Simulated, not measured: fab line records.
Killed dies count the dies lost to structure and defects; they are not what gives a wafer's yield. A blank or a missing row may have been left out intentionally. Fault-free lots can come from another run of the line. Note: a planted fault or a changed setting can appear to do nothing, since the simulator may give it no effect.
Which tool is to blame? || flow n5 finfet || 66 wafers from 22 lots sampled at 4 of the route's 1938 steps

== WHAT THE GAUGES SHOWED, per wafer ==
N5_SPACER0_INSPECT_04: inspects for defects (darkfield). Usual: raw defect count 131, standard deviation 27.
{"lot": "L074", "measured": "day 3 02:30", "on": "defect inspect-02", "raw defect count": "101 150 119", "flag": ""}
{"lot": "L075", "measured": "day 3 09:57", "on": "defect inspect-02", "raw defect count": "149 162 128", "flag": ""}
{"lot": "L076", "measured": "day 3 13:02", "on": "defect inspect-02", "raw defect count": "158 151 190", "flag": ""}
{"lot": "L077", "measured": "day 3 20:17", "on": "defect inspect-02", "raw defect count": "159 171 204", "flag": ""}
{"lot": "L078", "measured": "day 4 01:44", "on": "defect inspect-01", "raw defect count": "101 96 96", "flag": ""}
{"lot": "L079", "measured": "day 4 08:19", "on": "defect inspect-02", "raw defect count": "135 108 179", "flag": ""}
{"lot": "L080", "measured": "day 4 13:29", "on": "defect inspect-02", "raw defect count": "138 161 128", "flag": ""}
{"lot": "L081", "measured": "day 4 22:22", "on": "defect inspect-01", "raw defect count": "113 161 148", "flag": ""}
{"lot": "L082", "measured": "day 5 02:22", "on": "defect inspect-01", "raw defect count": "109 98 113", "flag": ""}
{"lot": "L083", "measured": "day 5 07:13", "on": "defect inspect-01", "raw defect count": "125 136 113", "flag": ""}
{"lot": "L084", "measured": "day 5 14:28", "on": "defect inspect-01", "raw defect count": "118 141 137", "flag": ""}
{"lot": "L086", "measured": "day 6 02:08", "on": "defect inspect-02", "raw defect count": "106 183 159", "flag": ""}
{"lot": "L087", "measured": "day 6 08:13", "on": "defect inspect-02", "raw defect count": "144 156 132", "flag": ""}
{"lot": "L088", "measured": "day 6 11:06", "on": "defect inspect-02", "raw defect count": "108 158 151", "flag": ""}
{"lot": "L089", "measured": "day 6 20:19", "on": "defect inspect-02", "raw defect count": "122 155 128", "flag": ""}
{"lot": "L090", "measured": "day 7 04:44", "on": "defect inspect-01", "raw defect count": "73 106 160", "flag": ""}
{"lot": "L091", "measured": "day 7 06:49", "on": "defect inspect-01", "raw defect count": "78 106 99", "flag": ""}
{"lot": "L092", "measured": "day 7 13:02", "on": "defect inspect-02", "raw defect count": "110 131 133", "flag": ""}
{"lot": "L093", "measured": "day 7 20:40", "on": "defect inspect-01", "raw defect count": "123 154 169", "flag": ""}
{"lot": "L094", "measured": "day 8 01:32", "on": "defect inspect-01", "raw defect count": "124 144 96", "flag": ""}
{"lot": "L095", "measured": "day 8 06:26", "on": "defect inspect-01", "raw defect count": "98 110 118", "flag": ""}
{"lot": "L096", "measured": "day 8 11:26", "on": "defect inspect-01", "raw defect count": "119 141 170", "flag": ""}

N5_SDB_THK_MEAS_31. Usual: SDB_THK typically reads 64.0 nm, with standard deviation 1.
{"lot": "L074", "measured": "day 3 23:28", "on": "film metro-01", "SDB_THK (nm)": "63.9 63.0 64.5", "flag": ""}
{"lot": "L075", "measured": "day 4 07:55", "on": "film metro-01", "SDB_THK (nm)": "64.2 64.1 63.2", "flag": ""}
{"lot": "L076", "measured": "day 4 11:58", "on": "film metro-02", "SDB_THK (nm)": "65.5 65.8 65.0", "flag": ""}
{"lot": "L077", "measured": "day 4 16:43", "on": "film metro-01", "SDB_THK (nm)": "64.2 64.1 64.9", "flag": ""}
{"lot": "L078", "measured": "day 4 23:02", "on": "film metro-01", "SDB_THK (nm)": "64.7 64.8 64.8", "flag": ""}
{"lot": "L079", "measured": "day 5 05:22", "on": "film metro-01", "SDB_THK (nm)": "63.2 64.7 64.0", "flag": ""}
{"lot": "L080", "measured": "day 5 12:53", "on": "film metro-02", "SDB_THK (nm)": "65.4 64.7 65.9", "flag": ""}
{"lot": "L081", "measured": "day 5 18:55", "on": "film metro-01", "SDB_THK (nm)": "64.7 64.7 63.7", "flag": ""}
{"lot": "L082", "measured": "day 5 22:59", "on": "film metro-01", "SDB_THK (nm)": "64.5 65.3 65.5", "flag": ""}
{"lot": "L083", "measured": "day 6 06:04", "on": "film metro-02", "SDB_THK (nm)": "62.2 63.2 61.8", "flag": ""}
{"lot": "L084", "measured": "day 6 10:43", "on": "film metro-02", "SDB_THK (nm)": "64.6 64.8 64.4", "flag": ""}
{"lot": "L086", "measured": "day 7 00:08", "on": "film metro-02", "SDB_THK (nm)": "63.1 63.7 62.3", "flag": ""}
{"lot": "L087", "measured": "day 7 06:34", "on": "film metro-02", "SDB_THK (nm)": "63.4 64.4 62.4", "flag": ""}
{"lot": "L088", "measured": "day 7 09:34", "on": "film metro-01", "SDB_THK (nm)": "63.5 64.4 64.1", "flag": ""}
{"lot": "L089", "measured": "day 7 16:18", "on": "film metro-01", "SDB_THK (nm)": "63.4 63.5 63.6", "flag": ""}
{"lot": "L090", "measured": "day 8 01:19", "on": "film metro-02", "SDB_THK (nm)": "63.3 63.3 62.7", "flag": ""}
{"lot": "L091", "measured": "day 8 04:04", "on": "film metro-01", "SDB_THK (nm)": "64.1 64.2 61.9", "flag": ""}
{"lot": "L092", "measured": "day 8 10:00", "on": "film metro-02", "SDB_THK (nm)": "63.3 64.0 62.4", "flag": ""}
{"lot": "L093", "measured": "day 8 18:38", "on": "film metro-01", "SDB_THK (nm)": "63.3 61.1 62.4", "flag": ""}
{"lot": "L094", "measured": "day 8 23:16", "on": "film metro-01", "SDB_THK (nm)": "65.4 66.1 65.0", "flag": ""}
{"lot": "L095", "measured": "day 9 04:59", "on": "film metro-01", "SDB_THK (nm)": "64.6 65.9 64.4", "flag": ""}
{"lot": "L096", "measured": "day 9 10:48", "on": "film metro-02", "SDB_THK (nm)": "63.9 63.4 63.0", "flag": ""}

== TOOL THAT RAN EACH LOT (tool first, then ch and the chambers of the sampled wafers, then the start) ==
{"lot": "L074", "N5_SD_EPI_N_DESCUM_14": "rie diel-03 ch 2,3, day 3 02:58", "N5_SDB_CUT_ETCH_26": "rie si-01 ch 1,3, day 3 20:15"}
{"lot": "L075", "N5_SD_EPI_N_DESCUM_14": "rie diel-03 ch 0,3, day 3 11:22", "N5_SDB_CUT_ETCH_26": "rie si-06 ch 0,1,3, day 4 04:42"}
{"lot": "L076", "N5_SD_EPI_N_DESCUM_14": "rie diel-06 ch 0,1,3, day 3 13:31", "N5_SDB_CUT_ETCH_26": "rie si-01 ch 0,2,3, day 4 08:45"}
{"lot": "L077", "N5_SD_EPI_N_DESCUM_14": "rie diel-05 ch 0,1, day 3 20:55", "N5_SDB_CUT_ETCH_26": "rie si-01 ch 0,2,3, day 4 13:27"}
{"lot": "L078", "N5_SD_EPI_N_DESCUM_14": "rie diel-03 ch 1,3, day 4 02:06", "N5_SDB_CUT_ETCH_26": "rie si-01 ch 1,2,3, day 4 19:30"}
{"lot": "L079", "N5_SD_EPI_N_DESCUM_14": "rie diel-03 ch 1,2, day 4 08:52", "N5_SDB_CUT_ETCH_26": "rie si-03 ch 0,1,2, day 5 02:05"}
{"lot": "L080", "N5_SD_EPI_N_DESCUM_14": "rie diel-06 ch 2,3, day 4 14:55", "N5_SDB_CUT_ETCH_26": "rie si-03 ch 0,1, day 5 09:40"}
{"lot": "L081", "N5_SD_EPI_N_DESCUM_14": "rie diel-03 ch 0,1,2, day 4 22:51", "N5_SDB_CUT_ETCH_26": "rie si-03 ch 0,2,3, day 5 15:34"}
{"lot": "L082", "N5_SD_EPI_N_DESCUM_14": "rie diel-06 ch 0,2,3, day 5 02:43", "N5_SDB_CUT_ETCH_26": "rie si-01 ch 1,2, day 5 19:37"}
{"lot": "L083", "N5_SD_EPI_N_DESCUM_14": "rie diel-06 ch 0,3, day 5 08:04", "N5_SDB_CUT_ETCH_26": "rie si-03 ch 0,1, day 6 02:51"}
{"lot": "L084", "N5_SD_EPI_N_DESCUM_14": "rie diel-03 ch 1,2,3, day 5 14:49", "N5_SDB_CUT_ETCH_26": "rie si-03 ch 0,2,3, day 6 07:31"}
{"lot": "L086", "N5_SD_EPI_N_DESCUM_14": "rie diel-03 ch 0,2,3, day 6 02:38", "N5_SDB_CUT_ETCH_26": "rie si-06 ch 0,1, day 6 20:55"}
{"lot": "L087", "N5_SD_EPI_N_DESCUM_14": "rie diel-05 ch 1,2, day 6 08:42", "N5_SDB_CUT_ETCH_26": "rie si-06 ch 0,2,3, day 7 03:21"}
{"lot": "L088", "N5_SD_EPI_N_DESCUM_14": "rie diel-06 ch 0,2,3, day 6 11:47", "N5_SDB_CUT_ETCH_26": "rie si-03 ch 0,1,2, day 7 06:21"}
{"lot": "L089", "N5_SD_EPI_N_DESCUM_14": "rie diel-03 ch 1,2, day 6 20:49", "N5_SDB_CUT_ETCH_26": "rie si-03 ch 0,3, day 7 13:05"}
{"lot": "L090", "N5_SD_EPI_N_DESCUM_14": "rie diel-06 ch 1,2,3, day 7 05:16", "N5_SDB_CUT_ETCH_26": "rie si-03 ch 1,2, day 7 21:59"}
{"lot": "L091", "N5_SD_EPI_N_DESCUM_14": "rie diel-03 ch 1,2, day 7 07:17", "N5_SDB_CUT_ETCH_26": "rie si-06 ch 1,2,3, day 8 00:24"}
{"lot": "L092", "N5_SD_EPI_N_DESCUM_14": "rie diel-05 ch 1,2,3, day 7 13:31", "N5_SDB_CUT_ETCH_26": "rie si-06 ch 1,2, day 8 06:45"}
{"lot": "L093", "N5_SD_EPI_N_DESCUM_14": "rie diel-05 ch 0,2,3, day 7 21:02", "N5_SDB_CUT_ETCH_26": "rie si-03 ch 0,1,2, day 8 15:25"}
{"lot": "L094", "N5_SD_EPI_N_DESCUM_14": "rie diel-06 ch 2,3, day 8 02:32", "N5_SDB_CUT_ETCH_26": "rie si-01 ch 0,1, day 8 19:33"}
{"lot": "L095", "N5_SD_EPI_N_DESCUM_14": "rie diel-06 ch 0,2, day 8 06:56", "N5_SDB_CUT_ETCH_26": "rie si-03 ch 0,1,2, day 9 01:47"}
{"lot": "L096", "N5_SD_EPI_N_DESCUM_14": "rie diel-05 ch 0,3, day 8 12:14", "N5_SDB_CUT_ETCH_26": "rie si-01 ch 0,2,3, day 9 07:29"}
- N5_SD_EPI_N_DESCUM_14: chemistry O2, time 7.9 s.
- N5_SDB_CUT_ETCH_26: etches Si in HBr/Cl2/O2, target depth 129.6 nm, bt time 20 s, time 51.8 s.

== AS READ BY THE TOOLS THEMSELVES (means over the sampled wafers that have a number; for cases with no such wafer, the mark the record gives instead) ==
N5_SD_EPI_N_DESCUM_14. Usual: drypump motor current A 5.47 A, standard deviation 0.21; oes product au 0.81 a.u., standard deviation 0.083; rf fwd power W 49.44 W, standard deviation 0.2; rf vpp V 243.1 V, standard deviation 1.4; showerhead plenum p Torr 2.09 Torr, standard deviation 0.07; throttle valve pct 20.37 %, standard deviation 0.25.
{"lot": "L074", "tool": "rie diel-03", "drypump motor current A (A)": 5.38, "oes product au (a.u.)": 0.93, "rf fwd power W (W)": 49.33, "rf vpp V (V)": 243.7, "showerhead plenum p Torr (Torr)": 2.08, "throttle valve pct (%)": 20.52, "flag": ""}
{"lot": "L075", "tool": "rie diel-03", "drypump motor current A (A)": 5.35, "oes product au (a.u.)": 0.89, "rf fwd power W (W)": 49.56, "rf vpp V (V)": 243.4, "showerhead plenum p Torr (Torr)": 2.14, "throttle valve pct (%)": 20.52, "flag": ""}
{"lot": "L076", "tool": "rie diel-06", "drypump motor current A (A)": 5.57, "oes product au (a.u.)": 0.82, "rf fwd power W (W)": 49.29, "rf vpp V (V)": 243.3, "showerhead plenum p Torr (Torr)": 2.08, "throttle valve pct (%)": 20.31, "flag": ""}
{"lot": "L077", "tool": "rie diel-05", "drypump motor current A (A)": 5.41, "oes product au (a.u.)": 0.73, "rf fwd power W (W)": 49.67, "rf vpp V (V)": 244.8, "showerhead plenum p Torr (Torr)": 2.17, "throttle valve pct (%)": 20.66, "flag": ""}
{"lot": "L078", "tool": "rie diel-03", "drypump motor current A (A)": 5.32, "oes product au (a.u.)": 0.96, "rf fwd power W (W)": 49.47, "rf vpp V (V)": 243.7, "showerhead plenum p Torr (Torr)": 2.14, "throttle valve pct (%)": 20.40, "flag": ""}
{"lot": "L079", "tool": "rie diel-03", "drypump motor current A (A)": 5.55, "oes product au (a.u.)": 0.85, "rf fwd power W (W)": 49.30, "rf vpp V (V)": 241.1, "showerhead plenum p Torr (Torr)": 1.99, "throttle valve pct (%)": 20.18, "flag": ""}
{"lot": "L080", "tool": "rie diel-06", "drypump motor current A (A)": 5.27, "oes product au (a.u.)": 0.78, "rf fwd power W (W)": 49.38, "rf vpp V (V)": 243.3, "showerhead plenum p Torr (Torr)": 2.10, "throttle valve pct (%)": 20.27, "flag": ""}
{"lot": "L081", "tool": "rie diel-03", "drypump motor current A (A)": 5.51, "oes product au (a.u.)": 0.83, "rf fwd power W (W)": 49.31, "rf vpp V (V)": 242.7, "showerhead plenum p Torr (Torr)": 2.05, "throttle valve pct (%)": 20.21, "flag": ""}
{"lot": "L082", "tool": "rie diel-06", "drypump motor current A (A)": 5.37, "oes product au (a.u.)": 0.78, "rf fwd power W (W)": 49.38, "rf vpp V (V)": 243.0, "showerhead plenum p Torr (Torr)": 2.07, "throttle valve pct (%)": 20.41, "flag": ""}
{"lot": "L083", "tool": "rie diel-06", "drypump motor current A (A)": 5.46, "oes product au (a.u.)": 0.79, "rf fwd power W (W)": 49.15, "rf vpp V (V)": 242.8, "showerhead plenum p Torr (Torr)": 2.04, "throttle valve pct (%)": 20.56, "flag": ""}
{"lot": "L084", "tool": "rie diel-03", "drypump motor current A (A)": 5.47, "oes product au (a.u.)": 0.87, "rf fwd power W (W)": 49.39, "rf vpp V (V)": 242.7, "showerhead plenum p Torr (Torr)": 2.06, "throttle valve pct (%)": 20.31, "flag": ""}
{"lot": "L086", "tool": "rie diel-03", "drypump motor current A (A)": 5.42, "oes product au (a.u.)": 0.81, "rf fwd power W (W)": 49.42, "rf vpp V (V)": 242.2, "showerhead plenum p Torr (Torr)": 2.05, "throttle valve pct (%)": 20.47, "flag": ""}
{"lot": "L087", "tool": "rie diel-05", "drypump motor current A (A)": 5.68, "oes product au (a.u.)": 0.70, "rf fwd power W (W)": 49.45, "rf vpp V (V)": 243.8, "showerhead plenum p Torr (Torr)": 2.13, "throttle valve pct (%)": 20.55, "flag": ""}
{"lot": "L088", "tool": "rie diel-06", "drypump motor current A (A)": 5.38, "oes product au (a.u.)": 0.77, "rf fwd power W (W)": 49.36, "rf vpp V (V)": 242.6, "showerhead plenum p Torr (Torr)": 2.07, "throttle valve pct (%)": 20.44, "flag": ""}
{"lot": "L089", "tool": "rie diel-03", "drypump motor current A (A)": 5.49, "oes product au (a.u.)": 0.87, "rf fwd power W (W)": 49.25, "rf vpp V (V)": 242.4, "showerhead plenum p Torr (Torr)": 2.06, "throttle valve pct (%)": 20.10, "flag": ""}
{"lot": "L090", "tool": "rie diel-06", "drypump motor current A (A)": 5.48, "oes product au (a.u.)": 0.79, "rf fwd power W (W)": 49.48, "rf vpp V (V)": 243.5, "showerhead plenum p Torr (Torr)": 2.10, "throttle valve pct (%)": 20.21, "flag": ""}
{"lot": "L091", "tool": "rie diel-03", "drypump motor current A (A)": 5.51, "oes product au (a.u.)": 0.85, "rf fwd power W (W)": 49.32, "rf vpp V (V)": 242.6, "showerhead plenum p Torr (Torr)": 2.06, "throttle valve pct (%)": 20.11, "flag": ""}
{"lot": "L092", "tool": "rie diel-05", "drypump motor current A (A)": 5.69, "oes product au (a.u.)": 0.78, "rf fwd power W (W)": 49.44, "rf vpp V (V)": 243.2, "showerhead plenum p Torr (Torr)": 2.12, "throttle valve pct (%)": 20.43, "flag": ""}
{"lot": "L093", "tool": "rie diel-05", "drypump motor current A (A)": 5.54, "oes product au (a.u.)": 0.80, "rf fwd power W (W)": 49.49, "rf vpp V (V)": 243.4, "showerhead plenum p Torr (Torr)": 2.13, "throttle valve pct (%)": 20.45, "flag": ""}
{"lot": "L094", "tool": "rie diel-06", "drypump motor current A (A)": 5.30, "oes product au (a.u.)": 0.77, "rf fwd power W (W)": 49.49, "rf vpp V (V)": 243.7, "showerhead plenum p Torr (Torr)": 2.10, "throttle valve pct (%)": 20.44, "flag": ""}
{"lot": "L095", "tool": "rie diel-06", "drypump motor current A (A)": 5.34, "oes product au (a.u.)": 0.73, "rf fwd power W (W)": 49.43, "rf vpp V (V)": 242.8, "showerhead plenum p Torr (Torr)": 2.05, "throttle valve pct (%)": 20.34, "flag": ""}
{"lot": "L096", "tool": "rie diel-05", "drypump motor current A (A)": 5.27, "oes product au (a.u.)": 0.79, "rf fwd power W (W)": 49.75, "rf vpp V (V)": 244.3, "showerhead plenum p Torr (Torr)": 2.16, "throttle valve pct (%)": 20.61, "flag": ""}

N5_SDB_CUT_ETCH_26. Usual: HBr_flow_sccm 150.0 sccm, standard deviation 0.42; drypump motor current A 5.8 A, standard deviation 0.35; mfc cl2 sccm 80.01 sccm, standard deviation 0.24; oes_o_777_au 0.993 a.u., standard deviation 0.03; oes product au 0.996 a.u., standard deviation 0.0098; throttle valve pct 37.21 %, standard deviation 0.26.
{"lot": "L074", "tool": "rie si-01", "HBr_flow_sccm (sccm)": 150.3, "drypump motor current A (A)": 5.9, "mfc cl2 sccm (sccm)": 80.17, "oes_o_777_au (a.u.)": 1.013, "oes product au (a.u.)": 1.003, "throttle valve pct (%)": 37.25, "flag": ""}
{"lot": "L075", "tool": "rie si-06", "HBr_flow_sccm (sccm)": 150.1, "drypump motor current A (A)": 5.8, "mfc cl2 sccm (sccm)": 79.82, "oes_o_777_au (a.u.)": 0.997, "oes product au (a.u.)": 0.998, "throttle valve pct (%)": 37.06, "flag": ""}
{"lot": "L076", "tool": "rie si-01", "HBr_flow_sccm (sccm)": 150.2, "drypump motor current A (A)": 5.7, "mfc cl2 sccm (sccm)": 79.83, "oes_o_777_au (a.u.)": 0.995, "oes product au (a.u.)": 0.998, "throttle valve pct (%)": 37.25, "flag": ""}
{"lot": "L077", "tool": "rie si-01", "HBr_flow_sccm (sccm)": 150.3, "drypump motor current A (A)": 5.7, "mfc cl2 sccm (sccm)": 79.99, "oes_o_777_au (a.u.)": 0.990, "oes product au (a.u.)": 1.002, "throttle valve pct (%)": 37.23, "flag": ""}
{"lot": "L078", "tool": "rie si-01", "HBr_flow_sccm (sccm)": 150.0, "drypump motor current A (A)": 5.6, "mfc cl2 sccm (sccm)": 79.93, "oes_o_777_au (a.u.)": 1.018, "oes product au (a.u.)": 1.004, "throttle valve pct (%)": 37.27, "flag": ""}
{"lot": "L079", "tool": "rie si-03", "HBr_flow_sccm (sccm)": 149.6, "drypump motor current A (A)": 6.1, "mfc cl2 sccm (sccm)": 79.92, "oes_o_777_au (a.u.)": 0.978, "oes product au (a.u.)": 0.989, "throttle valve pct (%)": 37.27, "flag": ""}
{"lot": "L080", "tool": "rie si-03", "HBr_flow_sccm (sccm)": 149.6, "drypump motor current A (A)": 6.0, "mfc cl2 sccm (sccm)": 80.28, "oes_o_777_au (a.u.)": 0.975, "oes product au (a.u.)": 0.987, "throttle valve pct (%)": 37.13, "flag": ""}
{"lot": "L081", "tool": "rie si-03", "HBr_flow_sccm (sccm)": 150.1, "drypump motor current A (A)": 5.8, "mfc cl2 sccm (sccm)": 80.12, "oes_o_777_au (a.u.)": 0.963, "oes product au (a.u.)": 0.982, "throttle valve pct (%)": 37.16, "flag": ""}
{"lot": "L082", "tool": "rie si-01", "HBr_flow_sccm (sccm)": 150.1, "drypump motor current A (A)": 5.5, "mfc cl2 sccm (sccm)": 80.17, "oes_o_777_au (a.u.)": 1.021, "oes product au (a.u.)": 1.011, "throttle valve pct (%)": 37.30, "flag": ""}
{"lot": "L083", "tool": "rie si-03", "HBr_flow_sccm (sccm)": 150.4, "drypump motor current A (A)": 6.0, "mfc cl2 sccm (sccm)": 80.16, "oes_o_777_au (a.u.)": 0.998, "oes product au (a.u.)": 0.989, "throttle valve pct (%)": 37.31, "flag": ""}
{"lot": "L084", "tool": "rie si-03", "HBr_flow_sccm (sccm)": 149.9, "drypump motor current A (A)": 5.8, "mfc cl2 sccm (sccm)": 79.92, "oes_o_777_au (a.u.)": 0.963, "oes product au (a.u.)": 0.983, "throttle valve pct (%)": 37.16, "flag": ""}
{"lot": "L086", "tool": "rie si-06", "HBr_flow_sccm (sccm)": 150.0, "drypump motor current A (A)": 6.1, "mfc cl2 sccm (sccm)": 80.08, "oes_o_777_au (a.u.)": 1.009, "oes product au (a.u.)": 1.002, "throttle valve pct (%)": 37.11, "flag": ""}
{"lot": "L087", "tool": "rie si-06", "HBr_flow_sccm (sccm)": 149.5, "drypump motor current A (A)": 5.9, "mfc cl2 sccm (sccm)": 79.93, "oes_o_777_au (a.u.)": 1.009, "oes product au (a.u.)": 1.008, "throttle valve pct (%)": 37.03, "flag": ""}
{"lot": "L088", "tool": "rie si-03", "HBr_flow_sccm (sccm)": 150.5, "drypump motor current A (A)": 6.0, "mfc cl2 sccm (sccm)": 79.97, "oes_o_777_au (a.u.)": 0.978, "oes product au (a.u.)": 0.993, "throttle valve pct (%)": 37.27, "flag": ""}
{"lot": "L089", "tool": "rie si-03", "HBr_flow_sccm (sccm)": 150.4, "drypump motor current A (A)": 5.7, "mfc cl2 sccm (sccm)": 80.00, "oes_o_777_au (a.u.)": 0.963, "oes product au (a.u.)": 0.985, "throttle valve pct (%)": 37.02, "flag": ""}
{"lot": "L090", "tool": "rie si-03", "HBr_flow_sccm (sccm)": 150.0, "drypump motor current A (A)": 6.2, "mfc cl2 sccm (sccm)": 79.78, "oes_o_777_au (a.u.)": 0.978, "oes product au (a.u.)": 0.992, "throttle valve pct (%)": 37.42, "flag": ""}
{"lot": "L091", "tool": "rie si-06", "HBr_flow_sccm (sccm)": 149.5, "drypump motor current A (A)": 5.7, "mfc cl2 sccm (sccm)": 79.91, "oes_o_777_au (a.u.)": 0.995, "oes product au (a.u.)": 1.004, "throttle valve pct (%)": 37.27, "flag": ""}
{"lot": "L092", "tool": "rie si-06", "HBr_flow_sccm (sccm)": 149.7, "drypump motor current A (A)": 6.0, "mfc cl2 sccm (sccm)": 79.98, "oes_o_777_au (a.u.)": 1.019, "oes product au (a.u.)": 1.007, "throttle valve pct (%)": 37.29, "flag": ""}
{"lot": "L093", "tool": "rie si-03", "HBr_flow_sccm (sccm)": 150.2, "drypump motor current A (A)": 6.1, "mfc cl2 sccm (sccm)": 80.08, "oes_o_777_au (a.u.)": 0.976, "oes product au (a.u.)": 0.990, "throttle valve pct (%)": 37.26, "flag": ""}
{"lot": "L094", "tool": "rie si-01", "HBr_flow_sccm (sccm)": 149.8, "drypump motor current A (A)": 5.4, "mfc cl2 sccm (sccm)": 79.86, "oes_o_777_au (a.u.)": 1.026, "oes product au (a.u.)": 1.002, "throttle valve pct (%)": 36.87, "flag": ""}
{"lot": "L095", "tool": "rie si-03", "HBr_flow_sccm (sccm)": 150.3, "drypump motor current A (A)": 6.1, "mfc cl2 sccm (sccm)": 79.92, "oes_o_777_au (a.u.)": 0.972, "oes product au (a.u.)": 0.989, "throttle valve pct (%)": 37.27, "flag": ""}
{"lot": "L096", "tool": "rie si-01", "HBr_flow_sccm (sccm)": 150.1, "drypump motor current A (A)": 5.7, "mfc cl2 sccm (sccm)": 80.03, "oes_o_777_au (a.u.)": 0.993, "oes product au (a.u.)": 1.001, "throttle valve pct (%)": 37.24, "flag": ""}

== THE ANSWER, worked out from the rows above alone ==
Rule: a lot counts as off when the mean over its wafers that have a number is more than 3 standard deviations away from the usual mean. Also off: a lot with no number at a reading for which 4 or more lots have one. Any other lot the step has rows for is counted as sound. The gauges are gone through in route order, then the tools' own readings, and for those a lot's mean is taken as printed above. At the first step where some lot is off, the reading lying furthest off is the one used; lots without a number count as furthest.
Nothing can be told from this: no lot is off at any reading shown.

== WHAT THE SIMULATOR HAD PUT IN ==
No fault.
